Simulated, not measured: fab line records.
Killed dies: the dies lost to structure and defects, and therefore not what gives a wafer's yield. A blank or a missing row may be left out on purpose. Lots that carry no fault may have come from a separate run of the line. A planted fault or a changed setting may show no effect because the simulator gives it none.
Which of the tools did it? / flow nand-harc / Sampling: 11 lots, 33 wafers, 4 of 1159 route steps

WHAT EACH GAUGE READ, for each wafer
The record holds no reading of a measuring or inspecting step that can be judged against a usual standard deviation.

WHAT TOOL EACH LOT RAN ON (gives the tool, then ch and the chambers of the sampled wafers, and finally the start)
lot=L486; NHARC_A_STAIRCASE_TRIM_222=rie-diel-08 ch 1,2, day 11 15:13 or earlier; NHARC_A_STAIRCASE_TRIM_224=rie-diel-08 ch 0,3, day 11 15:13; NHARC_A_STAIRCASE_ETCH_225=rie-diel-08 ch 0,2,3, no start; NHARC_A_STAIRCASE_TRIM_226=rie-diel-08 ch 0,2,3, no start
lot=L488; NHARC_A_STAIRCASE_TRIM_222=rie-diel-08 ch 0,1, day 11 22:47 or earlier; NHARC_A_STAIRCASE_TRIM_224=rie-diel-08 ch 1,2,3, day 11 22:47; NHARC_A_STAIRCASE_ETCH_225=rie-diel-08 ch 0,1, no start; NHARC_A_STAIRCASE_TRIM_226=rie-diel-08 ch 2,3, no start
lot=L489; NHARC_A_STAIRCASE_TRIM_222=rie-diel-11 ch 0,2,3, day 12 10:13 or earlier; NHARC_A_STAIRCASE_TRIM_224=rie-diel-11 ch 0,2,3, day 12 10:13; NHARC_A_STAIRCASE_ETCH_225=rie-diel-11 ch 0,1,2, no start; NHARC_A_STAIRCASE_TRIM_226=rie-diel-11 ch 0,1,2, no start
lot=L498; NHARC_A_STAIRCASE_TRIM_222=rie-diel-11 ch 0,2,3, day 14 12:09 or earlier; NHARC_A_STAIRCASE_TRIM_224=rie-diel-11 ch 1,2,3, day 14 12:09; NHARC_A_STAIRCASE_ETCH_225=rie-diel-11 ch 0,1,2, no start; NHARC_A_STAIRCASE_TRIM_226=rie-diel-11 ch 0,1,2, no start
lot=L496; NHARC_A_STAIRCASE_TRIM_222=rie-diel-08 ch 0,1,3, day 14 12:25 or earlier; NHARC_A_STAIRCASE_TRIM_224=rie-diel-08 ch 0,1,3, day 14 12:25; NHARC_A_STAIRCASE_ETCH_225=rie-diel-08 ch 1,2, no start; NHARC_A_STAIRCASE_TRIM_226=rie-diel-08 ch 0,2,3, no start
lot=L499; NHARC_A_STAIRCASE_TRIM_222=rie-diel-08 ch 0,2,3, day 14 16:55 or earlier; NHARC_A_STAIRCASE_TRIM_224=rie-diel-08 ch 0,1,3, day 14 16:55; NHARC_A_STAIRCASE_ETCH_225=rie-diel-08 ch 0,1,3, no start; NHARC_A_STAIRCASE_TRIM_226=rie-diel-08 ch 1,2,3, no start
lot=L500; NHARC_A_STAIRCASE_TRIM_222=rie-diel-09 ch 0,1, day 14 17:58 or earlier; NHARC_A_STAIRCASE_TRIM_224=rie-diel-09 ch 0,3, day 14 17:58; NHARC_A_STAIRCASE_ETCH_225=rie-diel-09 ch 0,1,3, no start; NHARC_A_STAIRCASE_TRIM_226=rie-diel-09 ch 0,1,3, no start
lot=L503; NHARC_A_STAIRCASE_TRIM_222=rie-diel-09 ch 1,3, day 15 14:41 or earlier; NHARC_A_STAIRCASE_TRIM_224=rie-diel-09 ch 0,3, day 15 14:41; NHARC_A_STAIRCASE_ETCH_225=rie-diel-09 ch 0,1, no start; NHARC_A_STAIRCASE_TRIM_226=rie-diel-09 ch 0,1,3, no start
lot=L501; NHARC_A_STAIRCASE_TRIM_222=rie-diel-09 ch 0,3, day 15 19:35 or earlier; NHARC_A_STAIRCASE_TRIM_224=rie-diel-09 ch 0,3, day 15 19:35; NHARC_A_STAIRCASE_ETCH_225=rie-diel-09 ch 0,1, no start; NHARC_A_STAIRCASE_TRIM_226=rie-diel-09 ch 0,1, no start
lot=L504; NHARC_A_STAIRCASE_TRIM_222=rie-diel-11 ch 0,3, day 15 23:46 or earlier; NHARC_A_STAIRCASE_TRIM_224=rie-diel-11 ch 1,2,3, day 15 23:46; NHARC_A_STAIRCASE_ETCH_225=rie-diel-11 ch 0,2,3, no start; NHARC_A_STAIRCASE_TRIM_226=rie-diel-11 ch 0,1,2, no start
lot=L506; NHARC_A_STAIRCASE_TRIM_222=rie-diel-09 ch 1,2,3, day 16 07:44 or earlier; NHARC_A_STAIRCASE_TRIM_224=rie-diel-09 ch 0,1,3, day 16 07:44; NHARC_A_STAIRCASE_ETCH_225=rie-diel-09 ch 1,2,3, no start; NHARC_A_STAIRCASE_TRIM_226=rie-diel-09 ch 0,2,3, no start
- NHARC_A_STAIRCASE_TRIM_222: chemistry O2, time 211.2 s.
- NHARC_A_STAIRCASE_TRIM_224: chemistry O2, time 211.2 s.
- NHARC_A_STAIRCASE_ETCH_225: etches the open film in C4F8/O2, target depth 100 nm, time 40.5 s.
- NHARC_A_STAIRCASE_TRIM_226: chemistry O2, time 211.2 s.

AS READ BY THE TOOLS THEMSELVES (means over the sampled wafers that have a number; for cases with no such wafer, the mark the record gives instead)
NHARC_A_STAIRCASE_TRIM_222. Usual: value, then standard deviation, for each; drypump-motor-current-A 5.6 A / 0.51; o2-flow-sccm 500.0 sccm / 1.6; oes-product-au 0.999 a.u. / 0.007; rf-vpp-V 57.8 V / 0.96; run-length-s 232.5 s / 0.39; showerhead-plenum-p-Torr 3.55 Torr / 0.16; throttle-valve-pct 17.037 % / 0.01.
lot=L486; tool=rie-diel-08; drypump-motor-current-A (A)=5.4; o2-flow-sccm (sccm)=498.7; oes-product-au (a.u.)=0.999; rf-vpp-V (V)=57.9; run-length-s (s)=232.4; showerhead-plenum-p-Torr (Torr)=3.63; throttle-valve-pct (%)=17.034; flag=
lot=L488; tool=rie-diel-08; drypump-motor-current-A (A)=6.0; o2-flow-sccm (sccm)=500.7; oes-product-au (a.u.)=1.001; rf-vpp-V (V)=58.5; run-length-s (s)=232.2; showerhead-plenum-p-Torr (Torr)=3.55; throttle-valve-pct (%)=17.033; flag=
lot=L489; tool=rie-diel-11; drypump-motor-current-A (A)=6.1; o2-flow-sccm (sccm)=501.7; oes-product-au (a.u.)=1.000; rf-vpp-V (V)=57.5; run-length-s (s)=232.9; showerhead-plenum-p-Torr (Torr)=3.48; throttle-valve-pct (%)=17.045; flag=
lot=L498; tool=rie-diel-11; drypump-motor-current-A (A)=6.1; o2-flow-sccm (sccm)=498.4; oes-product-au (a.u.)=0.997; rf-vpp-V (V)=57.5; run-length-s (s)=232.9; showerhead-plenum-p-Torr (Torr)=3.47; throttle-valve-pct (%)=17.028; flag=
lot=L496; tool=rie-diel-08; drypump-motor-current-A (A)=5.8; o2-flow-sccm (sccm)=499.2; oes-product-au (a.u.)=0.998; rf-vpp-V (V)=57.4; run-length-s (s)=232.2; showerhead-plenum-p-Torr (Torr)=3.46; throttle-valve-pct (%)=17.027; flag=
lot=L499; tool=rie-diel-08; drypump-motor-current-A (A)=5.7; o2-flow-sccm (sccm)=500.7; oes-product-au (a.u.)=0.999; rf-vpp-V (V)=58.3; run-length-s (s)=232.5; showerhead-plenum-p-Torr (Torr)=3.61; throttle-valve-pct (%)=17.030; flag=
lot=L500; tool=rie-diel-09; drypump-motor-current-A (A)=5.0; o2-flow-sccm (sccm)=498.8; oes-product-au (a.u.)=0.998; rf-vpp-V (V)=58.3; run-length-s (s)=232.6; showerhead-plenum-p-Torr (Torr)=3.49; throttle-valve-pct (%)=17.040; flag=
lot=L503; tool=rie-diel-09; drypump-motor-current-A (A)=5.3; o2-flow-sccm (sccm)=500.8; oes-product-au (a.u.)=1.003; rf-vpp-V (V)=57.3; run-length-s (s)=232.5; showerhead-plenum-p-Torr (Torr)=3.68; throttle-valve-pct (%)=17.047; flag=
lot=L501; tool=rie-diel-09; drypump-motor-current-A (A)=5.2; o2-flow-sccm (sccm)=498.1; oes-product-au (a.u.)=0.997; rf-vpp-V (V)=58.5; run-length-s (s)=232.7; showerhead-plenum-p-Torr (Torr)=3.60; throttle-valve-pct (%)=17.036; flag=
lot=L504; tool=rie-diel-11; drypump-motor-current-A (A)=6.3; o2-flow-sccm (sccm)=499.4; oes-product-au (a.u.)=1.004; rf-vpp-V (V)=57.7; run-length-s (s)=233.1; showerhead-plenum-p-Torr (Torr)=3.40; throttle-valve-pct (%)=17.036; flag=
lot=L506; tool=rie-diel-09; drypump-motor-current-A (A)=5.1; o2-flow-sccm (sccm)=500.4; oes-product-au (a.u.)=0.999; rf-vpp-V (V)=57.5; run-length-s (s)=232.3; showerhead-plenum-p-Torr (Torr)=3.58; throttle-valve-pct (%)=17.037; flag=

NHARC_A_STAIRCASE_TRIM_224. Usual: value, then standard deviation, for each; drypump-motor-current-A 5.6 A / 0.52; o2-flow-sccm 499.9 sccm / 1.5; oes-product-au 1.000 a.u. / 0.0068; rf-vpp-V 57.9 V / 0.82; run-length-s 232.5 s / 0.45; showerhead-plenum-p-Torr 3.54 Torr / 0.15; throttle-valve-pct 17.038 % / 0.0095.
lot=L486; tool=rie-diel-08; drypump-motor-current-A (A)=6.0; o2-flow-sccm (sccm)=499.0; oes-product-au (a.u.)=1.001; rf-vpp-V (V)=58.8; run-length-s (s)=232.2; showerhead-plenum-p-Torr (Torr)=3.58; throttle-valve-pct (%)=17.042; flag=
lot=L488; tool=rie-diel-08; drypump-motor-current-A (A)=5.5; o2-flow-sccm (sccm)=500.8; oes-product-au (a.u.)=1.001; rf-vpp-V (V)=56.6; run-length-s (s)=232.2; showerhead-plenum-p-Torr (Torr)=3.51; throttle-valve-pct (%)=17.035; flag=
lot=L489; tool=rie-diel-11; drypump-motor-current-A (A)=6.1; o2-flow-sccm (sccm)=498.2; oes-product-au (a.u.)=0.995; rf-vpp-V (V)=57.9; run-length-s (s)=233.0; showerhead-plenum-p-Torr (Torr)=3.48; throttle-valve-pct (%)=17.041; flag=
lot=L498; tool=rie-diel-11; drypump-motor-current-A (A)=6.2; o2-flow-sccm (sccm)=500.4; oes-product-au (a.u.)=0.996; rf-vpp-V (V)=56.9; run-length-s (s)=232.8; showerhead-plenum-p-Torr (Torr)=3.49; throttle-valve-pct (%)=17.025; flag=
lot=L496; tool=rie-diel-08; drypump-motor-current-A (A)=5.8; o2-flow-sccm (sccm)=499.6; oes-product-au (a.u.)=1.007; rf-vpp-V (V)=57.9; run-length-s (s)=211.2; showerhead-plenum-p-Torr (Torr)=3.46; throttle-valve-pct (%)=17.038; flag=OFF
lot=L499; tool=rie-diel-08; drypump-motor-current-A (A)=5.8; o2-flow-sccm (sccm)=500.6; oes-product-au (a.u.)=1.003; rf-vpp-V (V)=57.8; run-length-s (s)=211.5; showerhead-plenum-p-Torr (Torr)=3.46; throttle-valve-pct (%)=17.036; flag=OFF
lot=L500; tool=rie-diel-09; drypump-motor-current-A (A)=5.4; o2-flow-sccm (sccm)=499.2; oes-product-au (a.u.)=0.993; rf-vpp-V (V)=57.5; run-length-s (s)=232.5; showerhead-plenum-p-Torr (Torr)=3.70; throttle-valve-pct (%)=17.038; flag=
lot=L503; tool=rie-diel-09; drypump-motor-current-A (A)=5.2; o2-flow-sccm (sccm)=500.1; oes-product-au (a.u.)=1.002; rf-vpp-V (V)=57.9; run-length-s (s)=232.2; showerhead-plenum-p-Torr (Torr)=3.60; throttle-valve-pct (%)=17.047; flag=
lot=L501; tool=rie-diel-09; drypump-motor-current-A (A)=5.4; o2-flow-sccm (sccm)=498.7; oes-product-au (a.u.)=0.996; rf-vpp-V (V)=58.3; run-length-s (s)=232.3; showerhead-plenum-p-Torr (Torr)=3.70; throttle-valve-pct (%)=17.029; flag=
lot=L504; tool=rie-diel-11; drypump-motor-current-A (A)=6.2; o2-flow-sccm (sccm)=500.7; oes-product-au (a.u.)=0.996; rf-vpp-V (V)=57.9; run-length-s (s)=232.7; showerhead-plenum-p-Torr (Torr)=3.48; throttle-valve-pct (%)=17.037; flag=
lot=L506; tool=rie-diel-09; drypump-motor-current-A (A)=5.2; o2-flow-sccm (sccm)=500.1; oes-product-au (a.u.)=1.004; rf-vpp-V (V)=58.8; run-length-s (s)=232.2; showerhead-plenum-p-Torr (Torr)=3.59; throttle-valve-pct (%)=17.036; flag=

NHARC_A_STAIRCASE_ETCH_225. Usual: oes-product-au 0.942 a.u., standard deviation 0.01; rf-vpp-V 897 V, standard deviation 5.4.
lot=L486; tool=rie-diel-08; oes-product-au (a.u.)=0.944; rf-vpp-V (V)=899; flag=
lot=L488; tool=rie-diel-08; oes-product-au (a.u.)=0.938; rf-vpp-V (V)=897; flag=
lot=L489; tool=rie-diel-11; oes-product-au (a.u.)=0.931; rf-vpp-V (V)=898; flag=
lot=L498; tool=rie-diel-11; oes-product-au (a.u.)=0.936; rf-vpp-V (V)=898; flag=
lot=L496; tool=rie-diel-08; oes-product-au (a.u.)=0.938; rf-vpp-V (V)=893; flag=
lot=L499; tool=rie-diel-08; oes-product-au (a.u.)=0.942; rf-vpp-V (V)=893; flag=
lot=L500; tool=rie-diel-09; oes-product-au (a.u.)=0.939; rf-vpp-V (V)=899; flag=
lot=L503; tool=rie-diel-09; oes-product-au (a.u.)=0.937; rf-vpp-V (V)=896; flag=
lot=L501; tool=rie-diel-09; oes-product-au (a.u.)=0.933; rf-vpp-V (V)=895; flag=
lot=L504; tool=rie-diel-11; oes-product-au (a.u.)=0.943; rf-vpp-V (V)=893; flag=
lot=L506; tool=rie-diel-09; oes-product-au (a.u.)=0.943; rf-vpp-V (V)=898; flag=

NHARC_A_STAIRCASE_TRIM_226. Usual: value, then standard deviation, for each; drypump-motor-current-A 5.6 A / 0.51; o2-flow-sccm 500.0 sccm / 1.5; oes-product-au 0.998 a.u. / 0.0063; rf-vpp-V 57.9 V / 0.98; run-length-s 232.5 s / 0.42; showerhead-plenum-p-Torr 3.55 Torr / 0.15; throttle-valve-pct 17.036 % / 0.01.
lot=L486; tool=rie-diel-08; drypump-motor-current-A (A)=5.7; o2-flow-sccm (sccm)=499.4; oes-product-au (a.u.)=1.000; rf-vpp-V (V)=57.9; run-length-s (s)=232.5; showerhead-plenum-p-Torr (Torr)=3.62; throttle-valve-pct (%)=17.037; flag=
lot=L488; tool=rie-diel-08; drypump-motor-current-A (A)=5.4; o2-flow-sccm (sccm)=501.0; oes-product-au (a.u.)=0.999; rf-vpp-V (V)=58.0; run-length-s (s)=232.7; showerhead-plenum-p-Torr (Torr)=3.66; throttle-valve-pct (%)=17.033; flag=
lot=L489; tool=rie-diel-11; drypump-motor-current-A (A)=6.0; o2-flow-sccm (sccm)=500.0; oes-product-au (a.u.)=0.993; rf-vpp-V (V)=57.6; run-length-s (s)=232.4; showerhead-plenum-p-Torr (Torr)=3.59; throttle-valve-pct (%)=17.039; flag=
lot=L498; tool=rie-diel-11; drypump-motor-current-A (A)=6.0; o2-flow-sccm (sccm)=499.9; oes-product-au (a.u.)=1.002; rf-vpp-V (V)=59.3; run-length-s (s)=232.8; showerhead-plenum-p-Torr (Torr)=3.58; throttle-valve-pct (%)=17.034; flag=
lot=L496; tool=rie-diel-08; drypump-motor-current-A (A)=5.6; o2-flow-sccm (sccm)=499.8; oes-product-au (a.u.)=1.000; rf-vpp-V (V)=58.0; run-length-s (s)=232.3; showerhead-plenum-p-Torr (Torr)=3.61; throttle-valve-pct (%)=17.032; flag=
lot=L499; tool=rie-diel-08; drypump-motor-current-A (A)=5.5; o2-flow-sccm (sccm)=499.6; oes-product-au (a.u.)=0.994; rf-vpp-V (V)=57.8; run-length-s (s)=232.2; showerhead-plenum-p-Torr (Torr)=3.50; throttle-valve-pct (%)=17.039; flag=
lot=L500; tool=rie-diel-09; drypump-motor-current-A (A)=5.1; o2-flow-sccm (sccm)=499.6; oes-product-au (a.u.)=1.000; rf-vpp-V (V)=58.2; run-length-s (s)=232.6; showerhead-plenum-p-Torr (Torr)=3.60; throttle-valve-pct (%)=17.030; flag=
lot=L503; tool=rie-diel-09; drypump-motor-current-A (A)=5.2; o2-flow-sccm (sccm)=500.9; oes-product-au (a.u.)=0.994; rf-vpp-V (V)=57.5; run-length-s (s)=232.2; showerhead-plenum-p-Torr (Torr)=3.59; throttle-valve-pct (%)=17.037; flag=
lot=L501; tool=rie-diel-09; drypump-motor-current-A (A)=5.0; o2-flow-sccm (sccm)=499.3; oes-product-au (a.u.)=1.011; rf-vpp-V (V)=58.1; run-length-s (s)=232.3; showerhead-plenum-p-Torr (Torr)=3.48; throttle-valve-pct (%)=17.043; flag=
lot=L504; tool=rie-diel-11; drypump-motor-current-A (A)=6.0; o2-flow-sccm (sccm)=499.0; oes-product-au (a.u.)=0.997; rf-vpp-V (V)=57.1; run-length-s (s)=232.3; showerhead-plenum-p-Torr (Torr)=3.58; throttle-valve-pct (%)=17.040; flag=
lot=L506; tool=rie-diel-09; drypump-motor-current-A (A)=5.2; o2-flow-sccm (sccm)=501.7; oes-product-au (a.u.)=1.003; rf-vpp-V (V)=57.8; run-length-s (s)=232.1; showerhead-plenum-p-Torr (Torr)=3.59; throttle-valve-pct (%)=17.035; flag=

THE ANSWER, worked out from the rows above alone
Rule: take the mean of a lot's wafers that have a number; if it is more than 3 standard deviations from the usual mean, the lot is off. Also off: a lot with no number at a reading for which 4 or more lots have one. Where the step has rows for the other lots, those lots are counted as sound. The gauges are gone through in route order, then the tools' own readings, and for those a lot's mean is taken as printed above. The first step at which some lot is off is used, and at that step the reading that is off furthest; a lot without a number counts as furthest.
Off, at NHARC_A_STAIRCASE_TRIM_224 on run-length-s: L496, L499.
If a tool, at that step or one of the process steps before it, ran each lot that is off and ran no sound lot following the first of them, it fits. Because NHARC_A_STAIRCASE_TRIM_222 lacks a start for some lots, the hours and order of its lots are taken from NHARC_A_STAIRCASE_TRIM_224. One fits: rie-diel-08 at NHARC_A_STAIRCASE_TRIM_222 and NHARC_A_STAIRCASE_TRIM_224. At NHARC_A_STAIRCASE_TRIM_222 its last sound lot is L488 (day 11 22:47), its first lot that is off L496 (day 14 12:25): a fault that began between those two fits.

WHAT THE SIMULATOR HAD INSERTED
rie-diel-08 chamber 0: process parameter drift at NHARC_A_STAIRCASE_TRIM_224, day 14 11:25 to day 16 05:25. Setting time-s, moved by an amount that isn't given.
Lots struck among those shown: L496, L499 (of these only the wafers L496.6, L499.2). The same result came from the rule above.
